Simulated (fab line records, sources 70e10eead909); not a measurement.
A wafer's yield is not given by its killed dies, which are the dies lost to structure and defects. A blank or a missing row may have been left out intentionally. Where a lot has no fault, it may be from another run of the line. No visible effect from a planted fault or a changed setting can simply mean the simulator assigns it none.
fab line records | flow nand-harc | part 1 of 2: steps 1 to 24 of 32
record: lots: 5 wafers: 15 last-day: 22
route steps=1159 shown A_CONTACT@842
lots that met no fault: from a run of the same line without faults
start-h: the number of hours between the record's first day and the start of the first shown wafer of the lot | wait-h: hours elapsed since this lot's preceding step | " same as the row above | L1.1+2: several wafers, shown together as one row | - no value, or no start was given | * or withheld: withheld | < > ~ a bound
route shown NAME@n: a module of which the file shows steps, and the number in the route of the first | usual: the fault-free wafers' mean and standard deviation | same: alike in all rows | chamber/n: place in a boat | sites: each site's reading | _std_site: the values' standard deviation | _edge_site: mean of outer sites minus mean of inner sites | radius-mm: for every site, how far away it sits from the centre of the wafer | mask NAME#n: copy n | behind: the last tool/chamber to shape the wafer | hold: cause of the lot's hold/its duration in hours/its outcome | device: transistor that didn't switch, given as n, p or np | end of line: the route-end tests of the same wafers | where a step has no rows: the recipe by itself | killed: the dies lost at the first sort to structure and to defects; this is not the yield of the wafer | map: a wafer's dies, x killed, . not, _ none there
set.NAME: setting as actually run; set.NAME@STEP: the setting as run at that earlier step | model.NAME: the simulator's own value behind a step, which no gauge read
certain route steps with their lots: each step a table, each wafer a row
services: when a tool's chamber went out of use (start-h, in hours from the record's first day, below 0 if earlier), for how many hours, and the reason
== steps ==
step: NHARC_A_CONTACT_DEP_28
recipe: target-thk-a: 36000 temp-c: 400 material: aC
usual: throttle-valve-pct: 35.000/0.0087
columns lot.wafer tool chamber start-h wait-h throttle-valve-pct
L081.2 acl-dep-01 0 411.14 1.7 35.001
L081.3 " 0 " " 34.998
L081.6 " 0 412.62 3.1 34.992
L083.2 acl-dep-03 0 428.17 0.4 35.009
L083.4 " 0 " " 34.993
L083.5 " 0 " " 35.009
L088.3 acl-dep-01 0 443.21 0.8 35.011
L088.4 " 0 " " 34.998
L088.6 " 0 " " 35.006
L087.1 acl-dep-03 0 450.43 1.1 35.000
L087.2 " 0 " " 34.989
L087.3 " 0 " " 34.994
L092.4 acl-dep-02 0 455.74 1.2 34.991
L092.5 " 0 " " 34.995
L092.6 " 0 " " 34.997
step: NHARC_A_CONTACT_DEP_29
recipe: target-thk-a: 700 target-thk-nm: 70 temp-c: 400 pressure-torr: 3.5 flow-sccm: 200 rf-w: 350 material: SiON
usual: heater-power-w: 722/74
columns lot.wafer tool chamber start-h wait-h heater-power-w
L081.2 pecvd-01 0 413.01 1.5 762
L081.3 " 0 " " 771
L081.6 " 0 " " 773
L083.2 pecvd-02 0 430.32 1.8 822
L083.4 " 0 " " 804
L083.5 " 1 " " 799
L088.3 pecvd-01 0 444.96 1.4 641
L088.6 " 1 " " 773
L088.4 " 2 " " 720
L087.2 pecvd-01 2 452.87 1.7 811
L087.3 " 0 " " 715
L087.1 " 1 " " 726
L092.6 pecvd-01 0 457.07 0.2 639
L092.4 " 1 " " 797
L092.5 " 2 " " 717
step: NHARC_A_CONTACT_DEHYDRATE_32
recipe: temp-c: 150 time-s: 120
columns lot.wafer tool chamber start-h wait-h
L081.2+3+6 litho-track-06 0 413.36 0.3
L083.2+4+5 litho-track-01 0 430.59 0.2
L088.3+4+6 litho-track-04 0 445.23 0.2
L087.1+2+3 litho-track-06 0 453.14 0.2
L092.4+5+6 litho-track-04 0 457.26 0.1
step: NHARC_A_CONTACT_HMDS_33
recipe: time-s: 30
columns lot.wafer tool chamber start-h wait-h
L081.2+3+6 litho-track-06 0 - -
L083.2+4+5 litho-track-01 0 - -
L088.3+4+6 litho-track-04 0 - -
L087.1+2+3 litho-track-06 0 - -
L092.4+5+6 litho-track-04 0 - -
step: NHARC_A_CONTACT_COAT_34
recipe: temp-c: 260 time-s: 75
columns lot.wafer tool chamber start-h wait-h
L081.2+3+6 litho-track-06 0 - -
L083.2+4+5 litho-track-01 0 - -
L088.3+4+6 litho-track-04 0 - -
L087.1+2+3 litho-track-06 0 - -
L092.4+5+6 litho-track-04 0 - -
step: NHARC_A_CONTACT_COAT_35
recipe: temp-c: 225 time-s: 65
columns lot.wafer tool chamber start-h wait-h
L081.2+3+6 litho-track-06 0 - -
L083.2+4+5 litho-track-01 0 - -
L088.3+4+6 litho-track-04 0 - -
L087.1+2+3 litho-track-06 0 - -
L092.4+5+6 litho-track-04 0 - -
step: NHARC_A_CONTACT_COAT_36
recipe: spin-rpm: 1500 resist-thk-nm: 90
columns lot.wafer tool chamber start-h wait-h
L081.2+3+6 litho-track-06 0 - -
L083.2+4+5 litho-track-01 0 - -
L088.3+4+6 litho-track-04 0 - -
L087.1+2+3 litho-track-06 0 - -
L092.4+5+6 litho-track-04 0 - -
step: NHARC_A_CONTACT_SOFTBAKE_37
recipe: temp-c: 105 time-s: 55
columns lot.wafer tool chamber start-h wait-h
L081.2+3+6 litho-track-06 0 - -
L083.2+4+5 litho-track-01 0 - -
L088.3+4+6 litho-track-04 0 - -
L087.1+2+3 litho-track-06 0 - -
L092.4+5+6 litho-track-04 0 - -
step: NHARC_A_CONTACT_EBR_38
columns lot.wafer tool chamber start-h wait-h
L081.2+3+6 litho-track-06 0 - -
L083.2+4+5 litho-track-01 0 - -
L088.3+4+6 litho-track-04 0 - -
L087.1+2+3 litho-track-06 0 - -
L092.4+5+6 litho-track-04 0 - -
step: NHARC_A_CONTACT_EXPOSE_39
recipe: na: 1.35 sigma-outer: 0.8 dose-mj: 58.79 mask-id: A_CC_3
usual: stage-vel-mm-s: 499.98/0.26
columns lot.wafer tool chamber start-h wait-h mask stage-vel-mm-s
L081.2 arfi-scanner-01 0 413.55 - A_CC_3#0 500.48
L081.3 " 0 " " A_CC_3#0 500.30
L081.6 " 0 " " A_CC_3#0 499.94
L083.2 arfi-scanner-01 0 430.90 - A_CC_3#0 499.68
L083.4 " 0 " " A_CC_3#0 500.06
L083.5 " 0 " " A_CC_3#0 500.04
L088.3 arfi-scanner-03 0 445.55 - A_CC_3#0 500.31
L088.4 " 0 " " A_CC_3#0 500.17
L088.6 " 0 " " A_CC_3#0 500.01
L087.1 arfi-scanner-02 0 453.45 - A_CC_3#0 500.13
L087.2 " 0 " " A_CC_3#0 500.03
L087.3 " 0 " " A_CC_3#0 499.85
L092.4 arfi-scanner-03 0 457.58 - A_CC_3#0 500.13
L092.5 " 0 " " A_CC_3#0 499.91
L092.6 " 0 " " A_CC_3#0 500.12
step: NHARC_A_CONTACT_PEB_40
recipe: peb-temp-c: 100 peb-time-s: 65
columns lot.wafer tool chamber start-h wait-h
L081.2+3+6 litho-track-06 0 413.61 0.1
L083.2+4+5 litho-track-06 0 430.96 0.1
L088.3+4+6 litho-track-04 0 445.61 0.1
L087.1+2+3 litho-track-06 0 453.51 0.1
L092.4+5+6 litho-track-01 0 457.63 0.0
step: NHARC_A_CONTACT_DEVELOP_41
recipe: develop-time-s: 35 dev-temp-c: 23
columns lot.wafer tool chamber start-h wait-h
L081.2+3+6 litho-track-06 0 - -
L083.2+4+5 litho-track-06 0 - -
L088.3+4+6 litho-track-04 0 - -
L087.1+2+3 litho-track-06 0 - -
L092.4+5+6 litho-track-01 0 - -
step: NHARC_A_CONTACT_CD_MEAS_42
recipe: target-cd-nm: 200 landing-energy-ev: 500
usual: cd-nm: 200.1/0.74
columns lot.wafer tool chamber start-h wait-h cd-nm
L081.2 cd-sem-03 0 413.69 - 200.7
L081.3 " 0 " " 199.6
L081.6 " 0 " " 201.0
L083.2 cd-sem-03 0 431.04 - 199.8
L083.4 " 0 " " 199.3
L083.5 " 0 " " 199.2
L088.3 cd-sem-03 0 445.69 - 200.9
L088.4 " 0 " " 200.3
L088.6 " 0 " " 201.9
L087.1 cd-sem-01 0 453.59 - 200.0
L087.2 " 0 " " 199.0
L087.3 " 0 " " 199.1
L092.4 cd-sem-03 0 457.71 - 200.3
L092.5 " 0 " " 199.2
L092.6 " 0 " " 199.6
step: NHARC_A_CONTACT_OVL_MEAS_43
usual: overlay-x-nm: 0.0/0.54 overlay-y-nm: 0.0/0.83
columns lot.wafer tool chamber start-h wait-h overlay-x-nm overlay-y-nm
L081.2 overlay-02 - 413.78 - -0.1 0.5
L081.3 " - " " -0.8 0.5
L081.6 " - " " -0.8 0.4
L083.2 overlay-02 - 431.13 - 0.3 -0.5
L083.4 " - " " 0.4 -0.2
L083.5 " - " " 0.4 0.2
L088.3 overlay-01 - 445.77 - -0.2 0.4
L088.4 " - " " -1.0 0.1
L088.6 " - " " -0.4 0.2
L087.1 overlay-02 - 453.67 - -0.2 -0.1
L087.2 " - " " -0.2 -0.2
L087.3 " - " " -0.2 -0.3
L092.4 overlay-02 - 457.79 - -0.4 0.1
L092.5 " - " " -0.6 -0.1
L092.6 " - " " -0.3 0.0
step: NHARC_A_CONTACT_INSPECT_44
usual: raw-defect-count: 28/11
columns lot.wafer tool chamber start-h wait-h raw-defect-count
L081.2 defect-inspect-01 - 413.81 0.0 30
L081.3 " - " " 18
L081.6 " - " " 31
L083.2 defect-inspect-01 - 431.16 0.0 31
L083.4 " - " " 23
L083.5 " - " " 20
L088.3 defect-inspect-01 - 445.81 0.0 36
L088.4 " - " " 26
L088.6 " - " " 37
L087.1 defect-inspect-02 - 453.71 0.0 9
L087.2 " - " " 15
L087.3 " - " " 10
L092.4 defect-inspect-02 - 457.83 0.0 41
L092.5 " - " " 35
L092.6 " - " " 32
step: NHARC_A_CONTACT_DESCUM_47
recipe: time-s: 3 o2-flow-sccm: 200 ar-flow-sccm: 0 bias-power-w: 0 chemistry: O2
usual: drypump-motor-current-A: 5.6/0.38 oes-product-au: 1.004/0.017 rf-vpp-V: 57.6/0.95 showerhead-plenum-p-Torr: 1.89/0.11 throttle-valve-pct: 11.310/0.01
columns lot.wafer tool chamber start-h wait-h drypump-motor-current-A oes-product-au rf-hours-counter-h rf-vpp-V showerhead-plenum-p-Torr throttle-valve-pct
L081.2 rie-diel-03 3 413.87 0.1 5.6 1.009 4 57.7 2.08 11.310
L081.3 " 1 " " 5.2 1.025 6 56.0 1.85 11.320
L081.6 " 0 " " 5.7 1.005 - 58.6 2.03 11.305
L083.2 rie-diel-10 1 431.23 0.1 5.3 1.017 15 57.5 1.77 11.311
L083.4 " 2 " " 6.0 0.971 15 57.6 2.02 11.311
L083.5 " 0 " " 5.8 1.004 - 58.1 1.88 11.303
L088.3 rie-diel-11 3 445.89 0.1 5.3 0.979 26 58.0 1.79 11.294
L088.6 " 2 " " 6.1 1.004 - 56.5 1.77 11.306
L088.4 " 3 " " 5.3 0.975 - 57.8 1.79 11.308
L087.2 rie-diel-11 2 453.77 0.1 6.1 1.008 30 56.3 1.77 11.318
L087.1 " 3 " " 5.4 0.970 29 57.2 1.79 11.311
L087.3 " 1 " " 5.5 0.977 30 57.2 1.77 11.313
L092.4 rie-diel-10 2 458.03 0.2 6.0 0.982 21 56.5 2.02 11.310
L092.5 " 0 " " 5.7 1.017 - 59.2 1.88 11.319
L092.6 " 1 " " 5.3 1.027 - 56.4 1.77 11.290
step: NHARC_A_CONTACT_ETCH_48
recipe: target-depth-a: 390 over-etch-frac: 0.3 time-s: 65 ion-energy-ev: 80 cf4-flow-sccm: 150 ar-flow-sccm: 0 rf-w: 300 bias-w: 100 chemistry: CF4
usual: drypump-motor-current-A: 5.6/0.37 oes-product-au: 1.004/0.017 rf-vpp-V: 150.8/1.5 showerhead-plenum-p-Torr: 1.74/0.091 throttle-valve-pct: 13.284/0.0098
columns lot.wafer tool chamber start-h wait-h drypump-motor-current-A oes-product-au rf-hours-counter-h rf-vpp-V showerhead-plenum-p-Torr throttle-valve-pct
L081.3 rie-diel-03 2 414.01 0.1 5.5 1.010 4 152.6 1.87 13.289
L081.2 " 0 " " 5.7 1.015 6 154.7 1.87 13.282
L081.6 " 2 " " 5.5 1.008 - 151.9 1.87 13.291
L083.4 rie-diel-10 0 431.31 0.1 5.7 1.005 15 149.9 1.74 13.282
L083.2 " 3 " " 5.3 1.013 15 151.6 1.73 13.294
L083.5 " 0 " " 5.7 1.008 - 151.6 1.74 13.297
L088.3 rie-diel-11 1 445.98 0.1 5.4 0.986 27 149.3 1.65 13.282
L088.6 " 1 " " 5.4 0.985 - 149.0 1.65 13.284
L088.4 " 2 " " 6.1 1.019 - 149.1 1.65 13.266
L087.1 rie-diel-11 1 453.89 0.1 5.4 0.989 30 149.0 1.65 13.288
L087.2 " 2 " " 6.1 1.006 30 150.7 1.65 13.292
L087.3 " 3 " " 5.3 0.984 29 150.1 1.66 13.277
L092.4 rie-diel-10 0 458.10 0.1 5.7 1.013 22 151.5 1.74 13.270
L092.5 " 0 " " 5.7 1.010 - 148.6 1.74 13.286
L092.6 " 1 " " 5.3 1.021 - 148.5 1.64 13.285
step: NHARC_A_CONTACT_ETCH_49
recipe: target-depth-a: 2600 over-etch-frac: 0.3 time-s: 475.3 ion-energy-ev: 200 n2-flow-sccm: 150 h2-flow-sccm: 150 ar-flow-sccm: 0 rf-w: 400 bias-w: 150 chemistry: N2/H2
usual: drypump-motor-current-A: 5.6/0.4 oes-product-au: 1.003/0.018 rf-vpp-V: 430/3.5 showerhead-plenum-p-Torr: 2.02/0.12 throttle-valve-pct: 14.170/0.0087
columns lot.wafer tool chamber start-h wait-h drypump-motor-current-A oes-product-au rf-hours-counter-h rf-vpp-V showerhead-plenum-p-Torr throttle-valve-pct
L081.2 rie-diel-03 0 - - 5.7 1.014 6 434 2.17 14.164
L081.3 " 2 " " 5.5 1.023 4 434 2.18 14.170
L081.6 " 0 " " 5.7 1.010 - 434 2.17 14.177
L083.2 rie-diel-10 1 - - 5.3 1.021 15 426 1.88 14.178
L083.4 " 3 " " 5.2 1.016 15 428 1.98 14.177
L083.5 " 2 " " 6.1 0.981 - 434 2.16 14.167
L088.3 rie-diel-11 1 - - 5.4 0.985 27 426 1.89 14.170
L088.6 " 2 " " 6.1 1.006 - 426 1.89 14.161
L088.4 " 1 " " 5.4 0.983 - 427 1.89 14.184
L087.1 rie-diel-11 1 - - 5.4 0.982 30 426 1.89 14.164
L087.3 " 2 " " 6.1 1.004 30 426 1.89 14.182
L087.2 " 3 " " 5.3 0.976 29 426 1.91 14.163
L092.4 rie-diel-10 0 - - 5.7 1.020 22 431 2.00 14.151
L092.6 " 2 " " 6.0 0.976 - 435 2.15 14.166
L092.5 " 3 " " 5.2 1.013 - 428 1.98 14.183
step: NHARC_A_CONTACT_ETCH_50
recipe: target-depth-a: 847 time-s: 42.4 cf4-flow-sccm: 100 chf3-flow-sccm: 30 ar-flow-sccm: 0 rf-w: 500 bias-w: 200 chemistry: CF4/CHF3
usual: drypump-motor-current-A: 5.6/0.38 oes-product-au: 0.957/0.026 rf-vpp-V: 369.9/2.9 showerhead-plenum-p-Torr: 1.55/0.084 throttle-valve-pct: 16.803/0.0095
columns lot.wafer tool chamber start-h wait-h drypump-motor-current-A oes-product-au rf-hours-counter-h rf-vpp-V showerhead-plenum-p-Torr throttle-valve-pct
L081.3 rie-diel-03 1 - - 5.2 0.974 6 368.8 1.52 16.789
L081.2 " 2 " " 5.5 0.979 4 373.6 1.67 16.789
L081.6 " 1 " " 5.2 0.976 - 370.3 1.52 16.805
L083.4 rie-diel-10 0 - - 5.7 0.963 15 370.6 1.55 16.819
L083.2 " 2 " " 6.1 0.962 15 373.2 1.66 16.798
L083.5 " 0 " " 5.7 0.968 - 368.7 1.55 16.818
L088.3 rie-diel-11 2 - - 6.0 0.953 27 366.5 1.46 16.815
L088.6 " 3 " " 5.3 0.920 - 366.9 1.48 16.800
L088.4 " 1 " " 5.5 0.927 - 365.4 1.47 16.814
L087.2 rie-diel-11 1 - - 5.4 0.915 30 368.3 1.46 16.791
L087.3 " 2 " " 6.1 0.936 30 366.9 1.46 16.787
L087.1 " 3 " " 5.3 0.904 29 367.2 1.48 16.798
L092.4 rie-diel-10 2 - - 6.0 0.946 21 374.2 1.65 16.796
L092.6 " 0 " " 5.7 0.969 - 368.5 1.55 16.796
L092.5 " 1 " " 5.3 0.992 - 366.9 1.46 16.799
step: NHARC_A_CONTACT_ETCH_51
recipe: target-depth-a: 36000 over-etch-frac: 0.3 time-s: 936 ion-energy-ev: 150 o2-flow-sccm: 400 cos-flow-sccm: 20 ar-flow-sccm: 0 rf-w: 500 bias-w: 300 chemistry: O2/COS
usual: drypump-motor-current-A: 5.6/0.39 oes-product-au: 1.005/0.016 rf-vpp-V: 313.6/2.6 showerhead-plenum-p-Torr: 3.08/0.17 throttle-valve-pct: 28.331/0.0094
columns lot.wafer tool chamber start-h wait-h drypump-motor-current-A oes-product-au rf-hours-counter-h rf-vpp-V showerhead-plenum-p-Torr throttle-valve-pct
L081.3 rie-diel-03 3 - - 5.6 0.994 5 318.1 3.37 28.346
L081.2 " 0 " " 5.7 1.011 7 316.9 3.30 28.328
L081.6 " 2 " " 5.5 1.005 - 316.5 3.31 28.337
L083.4 rie-diel-10 0 - - 5.7 1.018 15 316.0 3.07 28.315
L083.2 " 2 " " 6.1 0.984 15 316.1 3.29 28.343
L083.5 " 0 " " 5.7 1.012 - 313.6 3.07 28.338
L088.3 rie-diel-11 1 - - 5.5 0.988 27 312.0 2.91 28.334
L088.6 " 3 " " 5.3 0.981 - 311.0 2.94 28.323
L088.4 " 1 " " 5.5 0.992 - 312.2 2.91 28.333
L087.1 rie-diel-11 3 - - 5.3 0.981 30 311.2 2.93 28.326
L087.3 " 1 " " 5.5 0.988 30 311.2 2.91 28.335
L087.2 " 2 " " 6.1 1.011 30 310.0 2.90 28.329
L092.4 rie-diel-10 2 - - 6.1 0.985 21 316.0 3.28 28.325
L092.5 " 2 " " 6.1 0.985 - 317.7 3.28 28.336
L092.6 " 3 " " 5.2 1.017 - 313.0 3.04 28.346
step: NHARC_A_CONTACT_ETCH_111
recipe: source-w: withheld pressure-mtorr: 20 bias-v: withheld time-s: 140 target-depth-a: 7000 ar-flow-sccm: withheld c4f8-flow-sccm: withheld o2-flow-sccm: withheld chemistry: C4F8/O2/Ar
usual: oes-air-line-au: 0.995/0.02
columns lot.wafer tool chamber start-h wait-h oes-air-line-au rf-hours-counter-h
L081.2 har-cap-etch-01 1 415.24 - 1.010 62
L081.3 " 1 " " 0.986 -
L081.6 " 0 " " 0.968 -
L083.2 har-cap-etch-01 1 432.55 - 0.996 65
L083.4 " 0 " " 1.007 -
L083.5 " 0 " " 1.010 -
L088.4 har-cap-etch-03 1 447.60 - 0.952 -
L088.3 " 0 " " 0.984 -
L088.6 " 0 " " 0.997 -
L087.1 har-cap-etch-03 1 455.50 - 0.987 92
L087.2 " 0 " " 1.016 92
L087.3 " 0 " " 0.979 -
L092.4 har-cap-etch-02 1 459.34 - 0.997 -
L092.5 " 1 " " 0.993 -
L092.6 " 0 " " 0.970 -
step: NHARC_A_CONTACT_ETCH_112
recipe: source-w: withheld pressure-mtorr: 20 bias-v: 3000 time-s: 94 target-depth-a: 9220 ar-flow-sccm: withheld c4f8-flow-sccm: withheld o2-flow-sccm: withheld chemistry: C4F8/O2/Ar
usual: oes-air-line-au: 1.003/0.019
columns lot.wafer tool chamber start-h wait-h oes-air-line-au rf-hours-counter-h
L081.2 har-cap-etch-01 1 415.42 0.1 1.005 62
L081.3 " 1 " " 0.991 -
L081.6 " 0 " " 0.989 -
L083.2 har-cap-etch-01 1 432.73 0.1 0.990 65
L083.4 " 0 " " 1.026 -
L083.5 " 0 " " 0.998 -
L088.4 har-cap-etch-03 1 447.76 0.1 0.980 -
L088.3 " 0 " " 0.979 -
L088.6 " 0 " " 1.003 -
L087.1 har-cap-etch-03 1 455.69 0.2 1.008 92
L087.2 " 0 " " 0.998 92
L087.3 " 0 " " 1.014 -
L092.4 har-cap-etch-02 1 459.51 0.1 1.019 -
L092.5 " 1 " " 1.024 -
L092.6 " 0 " " 0.975 -
step: NHARC_A_CONTACT_ETCH_113
recipe: source-w: withheld pressure-mtorr: 20 bias-v: 3000 time-s: 94 target-depth-a: 9220 ar-flow-sccm: withheld c4f8-flow-sccm: withheld o2-flow-sccm: withheld chemistry: C4F8/O2/Ar
usual: oes-air-line-au: 1.004/0.022
columns lot.wafer tool chamber start-h wait-h oes-air-line-au rf-hours-counter-h
L081.2 har-cap-etch-01 1 415.51 0.1 0.973 62
L081.3 " 1 " " 0.996 -
L081.6 " 0 " " 0.995 -
L083.2 har-cap-etch-01 1 432.82 0.1 0.982 65
L083.4 " 0 " " 1.025 -
L083.5 " 0 " " 0.978 -
L088.4 har-cap-etch-03 1 447.85 0.1 0.982 -
L088.3 " 0 " " 0.974 -
L088.6 " 0 " " 0.960 -
L087.1 har-cap-etch-03 1 455.78 0.1 1.027 93
L087.2 " 0 " " 1.009 93
L087.3 " 0 " " 0.994 -
L092.4 har-cap-etch-02 1 459.60 0.1 0.978 -
L092.5 " 1 " " 1.003 -
L092.6 " 0 " " 1.008 -
step: NHARC_A_CONTACT_ETCH_114
recipe: source-w: withheld pressure-mtorr: 20 bias-v: 3000 time-s: 94 target-depth-a: 9220 ar-flow-sccm: withheld c4f8-flow-sccm: withheld o2-flow-sccm: withheld chemistry: C4F8/O2/Ar
usual: oes-air-line-au: 1.000/0.021
columns lot.wafer tool chamber start-h wait-h oes-air-line-au rf-hours-counter-h
L081.2 har-cap-etch-01 1 415.60 0.1 1.005 63
L081.3 " 1 " " 1.001 -
L081.6 " 0 " " 1.008 -
L083.2 har-cap-etch-01 1 432.91 0.1 1.017 65
L083.4 " 0 " " 1.006 -
L083.5 " 0 " " 1.029 -
L088.4 har-cap-etch-03 1 447.94 0.1 1.002 -
L088.3 " 0 " " 0.975 -
L088.6 " 0 " " 0.981 -
L087.1 har-cap-etch-03 1 455.87 0.1 0.988 93
L087.2 " 0 " " 0.994 93
L087.3 " 0 " " 0.989 -
L092.4 har-cap-etch-02 1 459.69 0.1 0.983 -
L092.5 " 1 " " 0.970 -
L092.6 " 0 " " 0.995 -
